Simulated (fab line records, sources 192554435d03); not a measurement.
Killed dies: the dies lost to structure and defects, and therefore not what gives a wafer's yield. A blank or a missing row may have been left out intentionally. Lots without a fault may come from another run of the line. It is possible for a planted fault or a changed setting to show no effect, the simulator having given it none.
fab line records	flow n5Finfet
record lots=11	wafers=32	lastDay=17
route steps=1938 shown BEOL_M12@1641 PASSIVATION@1936
lots that met no fault: from a run of the same line without faults
startH: start of the lot's first displayed wafer, in hours after the record's first day	waitH: hours from the lot's prior step to this one	" the same as in the row above	L1.1+2: a single row standing in for several wafers	- no value, or no start was given	* or withheld: withheld	< > ~ a bound
route shown NAME@n: names a module that has steps shown in the file, with the first one's number in the route	usual: the fault-free wafers' mean and standard deviation	same: alike in all rows	chamber/n: place in a boat	sites: the reading at each site	_std_site: the values' standard deviation	_edge_site: mean of outer sites minus mean of inner sites	radiusMm: for every site, how far away it sits from the centre of the wafer	mask NAME#n: copy n	behind: the last tool/chamber to shape the wafer	hold: the reason the lot was held/the length of the hold in hours/how it ended	device: names the non-switching transistor (n, p or np)	end of line: tests run on the same wafers once the route is complete	step lacking rows: just its recipe	killed: the dies lost at the first sort to structure and to defects; this is not the yield of the wafer	map: the dies of a wafer, with x for killed, . for not killed, _ for no die there
set.NAME: the setting the step ran with; set.NAME@STEP: the setting that earlier step ran with	model.NAME: the simulator's own value behind a step, which no gauge read
the route's steps for a sample of lots (tables are steps, rows are wafers)
services: a tool's chamber out of use, with start hour (startH, from the record's first day; less than 0 if before it), hours out, and reason
## steps
# step N5_BEOL_M12_OCD_MEAS_35
# usual trenchDepthNm=318/4.5
lot.wafer	tool	chamber	startH	waitH	trenchDepthNm
L465.1	ocd-02	-	231.43	0.0	319
L465.6	"	-	"	"	319
L467.2	ocd-01	-	241.92	0.0	324
L467.3	"	-	"	"	320
L467.4	"	-	"	"	322
L469.1	ocd-01	-	256.17	0.0	321
L469.2	"	-	"	"	328
L469.3	"	-	"	"	312
L472.2	ocd-02	-	263.06	0.0	310
L472.3	"	-	"	"	324
L472.4	"	-	"	"	315
L473.1	ocd-01	-	266.79	0.0	318
L473.4	"	-	"	"	312
L473.5	"	-	"	"	311
L478.2	ocd-02	-	303.15	0.0	310
L478.4	"	-	"	"	317
L478.5	"	-	"	"	324
L476.3	ocd-01	-	303.45	0.0	320
L476.4	"	-	"	"	322
L476.5	"	-	"	"	317
L481.1	ocd-02	-	330.07	0.0	318
L481.4	"	-	"	"	318
L481.5	"	-	"	"	316
L483.1	ocd-01	-	333.80	0.0	322
L483.2	"	-	"	"	316
L483.5	"	-	"	"	320
L484.3	ocd-02	-	347.59	0.0	311
L484.4	"	-	"	"	319
L484.6	"	-	"	"	323
L488.1	ocd-02	-	369.65	0.0	313
L488.2	"	-	"	"	313
L488.5	"	-	"	"	313
# step N5_BEOL_M12_SPUTTER_43
# recipe material=TaN	targetThkA=150	tempC=50	biasV=168.6	powerW=15000	chamberPressurePa=0.12	timeS=24.19
# usual throttleValvePct=29.6/0.94
lot.wafer	tool	chamber	startH	waitH	throttleValvePct
L465.1	pvdSputter-01	-	231.88	0.0	28.1
L465.6	"	-	"	"	28.2
L467.2	pvdSputter-01	-	244.82	0.0	27.7
L467.3	"	-	"	"	29.5
L467.4	"	-	"	"	30.0
L469.1	pvdSputter-02	-	259.81	0.0	31.2
L469.2	"	-	"	"	29.3
L469.3	"	-	"	"	29.5
L472.2	pvdSputter-01	-	264.63	0.0	29.9
L472.3	"	-	"	"	29.1
L472.4	"	-	"	"	28.2
L473.1	pvdSputter-03	-	267.92	0.0	29.4
L473.4	"	-	"	"	29.0
L473.5	"	-	"	"	31.4
L478.2	pvdSputter-03	-	309.02	0.0	31.7
L478.4	"	-	"	"	29.4
L478.5	"	-	"	"	28.8
L476.3	pvdSputter-02	-	309.35	0.0	30.3
L476.4	"	-	"	"	31.3
L476.5	"	-	"	"	31.1
L481.1	pvdSputter-01	-	330.89	0.0	29.5
L481.4	"	-	"	"	29.7
L481.5	"	-	"	"	29.3
L483.1	pvdSputter-01	-	336.29	0.0	29.4
L483.2	"	-	"	"	29.8
L483.5	"	-	"	"	28.3
L484.3	pvdSputter-01	-	352.43	0.0	28.2
L484.4	"	-	"	"	29.5
L484.6	"	-	"	"	28.0
L488.1	pvdSputter-03	-	370.74	0.0	29.0
L488.2	"	-	"	"	29.1
L488.5	"	-	"	"	29.2
# step N5_BEOL_M12_ANNEAL_48
# recipe tempC=225	timeS=90	ambient=N2
# usual wafer_temp_C_max=226.08/0.25
# same timeS=90
lot.wafer	tool	chamber	startH	waitH	wafer_temp_C_max
L465.1	rtpAnneal-01	0	233.18	1.0	225.88
L465.6	"	0	"	"	226.32
L467.2	rtpAnneal-01	0	245.30	0.1	225.92
L467.3	"	0	"	"	226.32
L467.4	"	0	"	"	225.82
L469.1	rtpAnneal-02	0	260.54	0.4	226.09
L469.2	"	0	"	"	226.05
L469.3	"	0	"	"	226.11
L472.2	rtpAnneal-01	0	265.49	0.5	226.09
L472.3	"	0	"	"	226.35
L472.4	"	0	"	"	226.06
L473.1	rtpAnneal-01	0	269.16	0.9	225.52
L473.4	"	0	"	"	225.87
L473.5	"	0	"	"	226.20
L478.2	rtpAnneal-01	0	310.03	0.7	225.84
L478.4	"	0	"	"	226.36
L478.5	"	0	"	"	225.81
L476.3	rtpAnneal-01	0	310.34	0.6	225.94
L476.4	"	0	"	"	225.78
L476.5	"	0	"	"	225.96
L481.1	rtpAnneal-02	0	331.31	0.1	226.00
L481.4	"	0	"	"	226.39
L481.5	"	0	"	"	226.35
L483.1	rtpAnneal-01	0	337.02	0.4	226.07
L483.2	"	0	"	"	226.11
L483.5	"	0	"	"	225.69
L484.3	rtpAnneal-01	0	353.04	0.2	226.54
L484.4	"	0	"	"	226.33
L484.6	"	0	"	"	226.31
L488.1	rtpAnneal-01	0	371.35	0.3	226.17
L488.2	"	0	"	"	226.29
L488.5	"	0	"	"	226.39
# step N5_BEOL_M12_CMP_49
# recipe stopOn=SiOC	tOverpolishS=20.6	downForcePsi=1	platenRpm=50	clearingPlatenDownForcePsi=1.5	clearingPlatenRpm=50	postCmpClean=cuAlkaline	targetThkNm=320	clearingPlatenPadVelocityMS=0.99484	padVelocityMS=0.99484
# usual barrierFieldEndpointS=30.8/0.64	headPressurePsi=1.0004/0.0023	motorCurrentA=6.5/0.72
lot.wafer	tool	chamber	startH	waitH	barrierFieldEndpointS	headPressurePsi	motorCurrentA
L465.1	cmp-02	1	233.80	0.6	30.9	0.9962	6.8
L465.6	"	3	"	"	32.0	0.9985	6.4
L467.3	cmp-02	3	245.55	0.2	31.8	0.9983	6.4
L467.2	"	0	"	"	31.1	0.9974	7.0
L467.4	"	2	"	"	30.3	1.0027	6.0
L469.3	cmp-02	0	260.84	0.2	30.9	1.0026	6.9
L469.1	"	1	"	"	30.2	0.9995	6.7
L469.2	"	2	"	"	29.5	1.0013	6.1
L472.4	cmp-02	3	265.76	0.1	31.9	1.0037	6.6
L472.3	"	0	"	"	31.3	1.0000	6.9
L472.2	"	1	"	"	30.6	1.0026	6.3
L473.1	cmp-04	0	269.47	0.3	30.4	1.0006	6.2
L473.4	"	2	"	"	30.4	0.9973	7.0
L473.5	"	1	"	"	29.4	1.0000	7.0
L478.2	cmp-03	0	310.35	0.3	30.1	0.9968	6.7
L478.4	"	1	"	"	29.9	1.0034	5.8
L478.5	"	3	"	"	31.1	1.0008	7.6
L476.3	cmp-03	1	310.60	0.2	30.3	1.0010	5.7
L476.4	"	2	"	"	30.0	1.0017	5.3
L476.5	"	0	"	"	31.0	1.0023	7.4
L481.4	cmp-03	2	331.60	0.1	31.7	0.9998	5.0
L481.1	"	1	"	"	30.8	1.0008	6.0
L481.5	"	2	"	"	30.3	0.9991	5.2
L483.1	cmp-02	0	337.36	0.3	40.9	1.0025	6.7
L483.2	"	1	"	"	30.2	0.9952	6.3
L483.5	"	0	"	"	29.8	1.0019	6.8
L484.3	cmp-02	3	353.43	0.3	31.1	0.9990	6.8
L484.4	"	1	"	"	39.2	0.9962	6.5
L484.6	"	0	"	"	31.1	0.9964	7.0
L488.2	cmp-02	3	371.65	0.2	31.6	1.0030	6.7
L488.1	"	0	"	"	30.9	0.9949	7.3
L488.5	"	0	"	"	30.0	0.9977	7.0
# step N5_BEOL_M12_INSPECT_55
# recipe inspectInstrument=darkfield	mode=postDep
# usual rawDefectCount=76/25
lot.wafer	tool	chamber	startH	waitH	rawDefectCount
L465.1	defectInspect-01	-	234.13	0.0	66
L465.6	"	-	"	"	133
L467.2	defectInspect-02	-	246.00	0.0	87
L467.3	"	-	"	"	46
L467.4	"	-	"	"	67
L469.1	defectInspect-01	-	261.29	0.0	63
L469.2	"	-	"	"	34
L469.3	"	-	"	"	54
L472.2	defectInspect-01	-	266.21	0.0	71
L472.3	"	-	"	"	76
L472.4	"	-	"	"	56
L473.1	defectInspect-02	-	269.91	0.0	74
L473.4	"	-	"	"	100
L473.5	"	-	"	"	56
L478.2	defectInspect-02	-	310.72	0.0	64
L478.4	"	-	"	"	41
L478.5	"	-	"	"	41
L476.3	defectInspect-02	-	311.01	0.0	105
L476.4	"	-	"	"	119
L476.5	"	-	"	"	111
L481.1	defectInspect-01	-	332.05	0.0	91
L481.4	"	-	"	"	106
L481.5	"	-	"	"	75
L483.1	defectInspect-02	-	337.76	0.0	43
L483.2	"	-	"	"	49
L483.5	"	-	"	"	61
L484.3	defectInspect-01	-	353.87	0.0	65
L484.4	"	-	"	"	57
L484.6	"	-	"	"	101
L488.1	defectInspect-01	-	372.09	0.0	124
L488.2	"	-	"	"	112
L488.5	"	-	"	"	96
# step N5_PASSIVATION_PROBE_49
# usual defectLimitedYield=91.3/1.5	killed_at_M0_to_M3=35/10	killed_at_M4_up=12/4.6	killedAtContacts=13/6.6	killedAtFrontEnd=39/11	killedAtOther=4/3.4	killedDies=103/17	killedOpen=67/13	killedShort=35/8.2	sort_bin_5_function=5.1/0.94	sort_bin_6_memory=3.2/0.7	sort_bin_8_speed=0.00/0.03	sortNPass=1077/17	sortYieldPct=91.3/1.5
# same grossDies=1180	killedAtBackSide=0	sort_bin_4_leakage[%]=0
lot.wafer	tool	chamber	startH	waitH	defectLimitedYield[%]	killed_at_M0_to_M3	killed_at_M4_up	killedAtContacts	killedAtFrontEnd	killedAtOther	killedDies	killedOpen	killedShort	sort_bin_5_function[%]	sort_bin_6_memory[%]	sort_bin_8_speed[%]	sortNPass	sortYieldPct[%]
L467.2	prober-01	-	281.68	0.1	93.4	24	15	6	33	0	78	45	33	3.2	3.0	0	1102	93.4
L467.3	prober-01	-	281.73	0.1	91.0	36	14	21	33	2	106	68	37	5.3	3.2	0	1074	91.0
L467.4	prober-01	-	281.78	0.2	93.1	34	5	5	35	2	81	59	20	4.3	2.3	0	1099	93.1
L472.2	prober-01	-	298.53	0.1	92.1	34	13	9	30	7	93	66	26	5.3	2.5	0	1087	92.1
L472.3	prober-01	-	298.58	0.1	91.9	34	11	8	37	6	96	67	27	5.4	2.5	0	1084	91.9
L472.4	prober-01	-	298.63	0.2	91.4	28	12	12	47	2	101	81	19	5.0	3.3	0	1079	91.4
L478.2	prober-01	-	343.01	0.1	92.5	22	17	5	41	4	89	64	24	4.8	2.3	0	1091	92.5
L478.4	prober-01	-	343.11	0.2	90.7	28	16	13	43	10	110	82	27	5.3	3.7	0	1070	90.7
L478.5	prober-01	-	343.16	0.2	91.5	26	9	13	49	3	100	60	36	4.7	3.1	0	1080	91.5
L481.1	prober-01	-	373.68	0.0	92.5	36	12	11	27	2	88	64	23	4.3	2.7	0	1092	92.5
L481.4	prober-01	-	373.83	0.2	92.7	29	11	6	37	3	86	56	30	4.6	2.5	0	1094	92.7
L481.5	prober-01	-	373.88	0.2	92.9	23	14	7	36	4	84	59	25	4.5	2.5	0	1096	92.9
# killed by level:class
L467.2 BEOL_M2:geometricParticle:open=11 BEOL_M0_SAQP:geometricParticle:short=9 DUMMY_GATE:geometricParticle:open=7 FIN_SAQP:geometricParticle:short=5 GATE_CUT:geometricParticle:short=5 BEOL_M4:geometricParticle:open=5 BEOL_M5:geometricParticle:open=5 STI_FIN_REVEAL:geometricParticle:open=4
L467.3 MOL_CONTACT_COAG:geometricParticle:open=14 STI_FIN_REVEAL:geometricParticle:open=11 BEOL_M0_SAQP:geometricParticle:short=11 BEOL_M0_SAQP:geometricParticle:open=9 BEOL_M4:geometricParticle:open=8 MOL_CONTACT_COAG:geometricParticle:short=7 BEOL_M1:geometricParticle:open=6 BEOL_M3:geometricParticle:open=4
L467.4 STI_FIN_REVEAL:geometricParticle:open=13 BEOL_M0_SAQP:geometricParticle:short=7 BEOL_M0_SAQP:geometricParticle:open=6 BEOL_M3:geometricParticle:open=6 FIN_SAQP:geometricParticle:open=5 MOL_CONTACT_COAG:geometricParticle:open=5 BEOL_M1:geometricParticle:open=4 BEOL_M2:geometricParticle:open=4
L472.2 BEOL_M1:geometricParticle:open=9 STI_FIN_REVEAL:geometricParticle:open=8 MOL_CONTACT_COAG:geometricParticle:open=8 BEOL_M4:geometricParticle:open=7 BEOL_M0_SAQP:geometricParticle:open=6 BEOL_M2:geometricParticle:open=5 FIN_SAQP:geometricParticle:open=4 DUMMY_GATE:geometricParticle:open=4
L472.3 DUMMY_GATE:geometricParticle:open=13 BEOL_M1:geometricParticle:open=12 MOL_CONTACT_COAG:geometricParticle:open=6 BEOL_M0_SAQP:geometricParticle:open=6 FIN_SAQP:geometricParticle:open=5 BEOL_M2:geometricParticle:open=5 FIN_SAQP:geometricParticle:short=3 GATE_CUT:geometricParticle:short=3
L472.4 STI_FIN_REVEAL:geometricParticle:open=16 FIN_SAQP:geometricParticle:open=15 MOL_CONTACT_COAG:geometricParticle:open=12 BEOL_M1:geometricParticle:open=7 BEOL_M3:geometricParticle:open=7 BEOL_M4:geometricParticle:open=5 BEOL_M0_SAQP:geometricParticle:short=4 BEOL_M2:geometricParticle:open=4
L478.2 FIN_SAQP:geometricParticle:open=13 STI_FIN_REVEAL:geometricParticle:open=7 BEOL_M3:geometricParticle:open=7 BEOL_M2:geometricParticle:open=6 BEOL_M4:geometricParticle:open=6 FIN_SAQP:geometricParticle:short=5 DUMMY_GATE:geometricParticle:open=4 BEOL_M1:geometricParticle:open=4
L478.4 FIN_SAQP:geometricParticle:open=17 MOL_CONTACT_COAG:geometricParticle:open=12 BEOL_M3:geometricParticle:open=8 FIN_SAQP:geometricParticle:short=6 BEOL_M2:geometricParticle:open=6 STI_FIN_REVEAL:geometricParticle:open=5 BEOL_M0_SAQP:geometricParticle:open=5 MIM_TOP_ETCH:geometricParticle:short=5
L478.5 FIN_SAQP:geometricParticle:open=14 MOL_CONTACT_COAG:geometricParticle:open=9 BEOL_M0_SAQP:geometricParticle:short=6 BEOL_M2:geometricParticle:open=6 FIN_SAQP:geometricParticle:short=5 BEOL_M0_SAQP:geometricParticle:open=5 STARTING-WAFER:geometricParticle:short=5 STI_FIN_REVEAL:geometricParticle:open=4
L481.1 MOL_CONTACT_COAG:geometricParticle:open=10 STI_FIN_REVEAL:geometricParticle:open=9 BEOL_M0_SAQP:geometricParticle:open=8 BEOL_M2:geometricParticle:open=8 BEOL_M0_SAQP:geometricParticle:short=7 BEOL_M1:geometricParticle:open=6 FIN_SAQP:geometricParticle:open=5 BEOL_M5:geometricParticle:open=5
L481.4 FIN_SAQP:geometricParticle:open=11 STI_FIN_REVEAL:geometricParticle:open=10 BEOL_M0_SAQP:geometricParticle:short=9 BEOL_M2:geometricParticle:open=6 MOL_CONTACT_COAG:geometricParticle:open=5 BEOL_M0_SAQP:geometricParticle:open=5 STI_FIN_REVEAL:geometricParticle:short=4 BEOL_M4:geometricParticle:open=4
L481.5 BEOL_M0_SAQP:geometricParticle:short=8 FIN_SAQP:geometricParticle:open=7 STI_FIN_REVEAL:geometricParticle:open=7 DUMMY_GATE:geometricParticle:open=7 MOL_CONTACT_COAG:geometricParticle:open=6 BEOL_M0_SAQP:geometricParticle:open=5 BEOL_M5:geometricParticle:open=5 STARTING-WAFER:geometricParticle:open=4
## services
tool	chamber	startH	hours	kind
cmp-02	-	224.03	4.0	pm
cmp-03	-	224.29	4.0	pm
cmp-02	-	228.03	-	consumableReplace:conditioner
cmp-02	-	228.03	-	consumableReplace:pad
cmp-03	-	228.29	-	consumableReplace:conditioner
cmp-03	-	228.29	-	consumableReplace:pad
cmp-04	-	233.49	3.8	repair
cmp-02	-	235.30	2.8	repair
cmp-03	-	253.93	3.2	repair
cmp-02	-	286.37	0.2	repair
cmp-03	-	296.25	6.3	repair
cmp-04	-	299.99	1.2	repair
pvdSputter-02	-	316.01	7.5	repair
pvdSputter-03	-	341.29	2.4	repair
pvdSputter-03	-	345.62	20.9	repair
pvdSputter-02	-	358.07	3.6	repair
cmp-03	-	366.93	3.5	pm
cmp-04	-	371.11	4.0	pm
## key
firstSign step=N5_BEOL_M12_CMP_49	reading=barrierFieldEndpointS	direction=up	sigmas=14	usual=30.8	struck=40.0
effect none on later readings
metAt N5_BEOL_M12_SPUTTER_43
struckLots L483,L484
struckWafers L483.1,L484.4
notActingAt N5_BEOL_M12_OCD_MEAS_35,N5_BEOL_M12_ANNEAL_48,N5_BEOL_M12_INSPECT_55
onsetBetween 330.89 336.29
fault kind=processParameterDrift	tool=pvdSputter-01	chamber=-	onsetH=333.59	steps=N5_BEOL_M12_SPUTTER_43	channel=timeS	offset=*	shape=step	endH=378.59	actsIn=*	stated=*	scope=struckWafersOnly
